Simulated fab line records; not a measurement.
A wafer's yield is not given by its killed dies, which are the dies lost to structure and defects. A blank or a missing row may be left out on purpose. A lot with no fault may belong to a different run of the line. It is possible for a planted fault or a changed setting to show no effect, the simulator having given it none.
Commonality check across tools	flow nand-harc	1 lot, 3 wafers sampled

## WHAT PROMPTED THE OPENING
At NHARC_END_SORT_01 the reading killed-at-periphery is flagged on 1 of 1 lot. Wafers without a fault read 4.0, standard deviation 2.6.
Rule: a lot gets a flag if all its wafers with a number sit over 4 standard deviations from that mean, or if no wafer of it has a number. As for the other lots, they are considered sound.

lot	measured	on	killed-at-periphery, wafer by wafer	flag
L158	day 27 14:42	prober-01	619 615 627	FLAGGED
Flagged lots average 620.3: +616.3 relative to the usual, that is +99 or more standard deviations.

## LOT BY LOT: THE TOOL USED
Before the reading, the record contains 2 process steps out of a 1302-step route. Cell contents, in order: the tool; ch with the chambers the sampled wafers went through; the start.
lot	flag	NHARC_P_ZERO_WELL_EXPOSE_34	NHARC_P_STI_DESCUM_14
L158	FLAGGED	krf-scanner-03 ch 0, day 4 11:50	no row
What is done by these steps:
- NHARC_P_ZERO_WELL_EXPOSE_34: exposes mask P PWELL, target cd 720 nm.
- NHARC_P_STI_DESCUM_14: chemistry O2, time 3 s.
- NHARC_END_SORT_01

## FLAGGED OVER TOTAL, TOOL BY TOOL (the gauges that took the reading come last)
step	tool	lots run	flagged	share of the flagged lots	sound lots run after its first flagged lot
NHARC_P_ZERO_WELL_EXPOSE_34	krf-scanner-03	1	1	all	0
NHARC_END_SORT_01	prober-01	1	1	all	0

## WHAT THE TABLE PERMITS
krf-scanner-03 at NHARC_P_ZERO_WELL_EXPOSE_34 and prober-01 at NHARC_END_SORT_01 are the 2 rows of the table that ran each flagged lot.
- krf-scanner-03 at NHARC_P_ZERO_WELL_EXPOSE_34: 1 of its 1 lot flagged. It ran no sound lot before its first flagged lot in this sample, so the start can't be narrowed down.
- prober-01 at NHARC_END_SORT_01: 1 of its 1 lot flagged. It ran no sound lot before its first flagged lot in this sample, so the start can't be narrowed down.
Because each of these 2 tools fits a fault that began at some hour, counting lots does not separate them. More lots, or a look at what each step does to the wafer, might.

## WHAT HAD BEEN PUT IN BY THE SIMULATOR
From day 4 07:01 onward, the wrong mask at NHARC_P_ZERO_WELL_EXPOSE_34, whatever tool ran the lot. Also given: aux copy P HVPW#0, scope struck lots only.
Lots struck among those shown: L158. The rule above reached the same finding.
